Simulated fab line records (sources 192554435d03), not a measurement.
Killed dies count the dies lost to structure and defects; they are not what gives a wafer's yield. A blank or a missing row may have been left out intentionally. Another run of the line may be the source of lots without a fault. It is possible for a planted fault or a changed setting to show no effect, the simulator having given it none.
Split-lot experiment	flow n5_finfet	on a route of 1938 steps: 7 lots, 21 wafers read

## ABOUT THE SPLIT
At N5_BEOL_M0_ETCH_128 (etches SiCN in CF4/N2, target depth 12 nm, overetch 5.1 nm, time 21.4 s), the setting source_w was moved away from the recipe's 430 W on 7 of the 21 wafers read, by -10.7% to +16.8%. The other wafers ran this setting at the recipe's value.

Reading taken at the split's own step.

## THE READING
rf_vpp_V, in V, at N5_BEOL_M0_ETCH_128 (etches SiCN in CF4/N2, target depth 12 nm, overetch 5.1 nm, time 21.4 s). Typical for fault-free wafers on this fab line: 381.9 V, with standard deviation 1.5 V.

wafer	tool, chamber at the split	source_w as run, W	against the recipe	rf_vpp_V, V	against lot-mates on the recipe
L074.3	rie_diel-04, 2	430	recipe	381.9	-
L074.4	rie_diel-04, 0	384.2	-10.7%	396.0	+15.1
L074.6	rie_diel-04, 2	430	recipe	379.9	-
L083.2	rie_diel-01, 3	397.6	-7.5%	394.5	+13.6
L083.3	rie_diel-01, 2	430	recipe	380.9	-
L083.6	rie_diel-01, 3	397.6	-7.5%	395.1	+14.2
L084.1	rie_diel-04, 0	430	recipe	380.2	-
L084.2	rie_diel-04, 3	430	recipe	380.2	-
L084.5	rie_diel-04, 2	430	recipe	380.6	-
L085.1	rie_diel-01, 0	502.4	+16.8%	361.0	-20.1
L085.2	rie_diel-01, 3	502.4	+16.8%	364.5	-16.6
L085.6	rie_diel-01, 2	430	recipe	381.1	-
L089.1	rie_diel-04, 2	430	recipe	379.7	-
L089.2	rie_diel-04, 1	430	recipe	381.4	-
L089.4	rie_diel-04, 3	430	recipe	379.9	-
L092.2	rie_diel-03, 2	430	recipe	382.6	-
L092.4	rie_diel-03, 1	430	recipe	383.6	-
L092.6	rie_diel-03, 2	430	recipe	383.7	-
L096.2	rie_diel-03, 0	476.6	+10.8%	368.6	-14.3
L096.4	rie_diel-03, 0	430	recipe	382.9	-
L096.5	rie_diel-03, 1	476.6	+10.8%	369.7	-13.2

THE FIT
A straight line over all 21 wafers: rf_vpp_V changes by -1.24 V for each +1% of source_w; r = -0.98; the points scatter about the line by 1.9 V.
The same after taking each lot's own level away (the mean of its wafers on the recipe; 21 wafers): -1.27 V for each +1%; r = -0.98; scatter 1.7 V.
According to that fit, moving source_w by its largest amount changes the reading by 21 V.
The lots' own levels span 380.33 to 383.30 V, that is 2.0 times the standard deviation above.
The two slopes agree, so the slope changes little with the lot-to-lot level.
Check: for one of the wafers moved furthest among these (+16.8%), held out of the fit, the line's prediction against its lot-mates is -20.9 V. Against them it came out at -20.1 V.
Tool readings at the split's step, against how far the setting was moved: rf_vpp_V r = -0.98.

## ADDITIONAL SPLITS CARRIED BY THESE WAFERS
Other splits were also applied to these wafers ahead of the reading. Each is held against what the fit with the lots' levels taken away leaves over:
other split on the same wafers	wafers away from the commonest value	r with rf_vpp_V (lot level and that fit taken away)
N5_HKMG_FIN_ETCH_32 bias_w	8	-0.29
N5_GATE_CUT_COAT_07 spin_rpm	5	-0.34
N5_GATE_CUT_EXPOSE_10 dose_mj	5	+0.37
N5_MOL_CONTACT_COAG_SPUTTER_130 power_w	6	+0.42
N5_MOL_CONTACT_COAG_VIA_ETCH_117 bias_w	10	-0.31
N5_BEOL_M0_SAQP_COAT_72 spin_rpm	11	+0.21
N5_BEOL_M0_SAQP_COAT_87 temp_c	7	-0.32

## FILE'S OWN FIT
rf_vpp_V changes by -1.27 V for each +1% of source_w, r = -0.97.
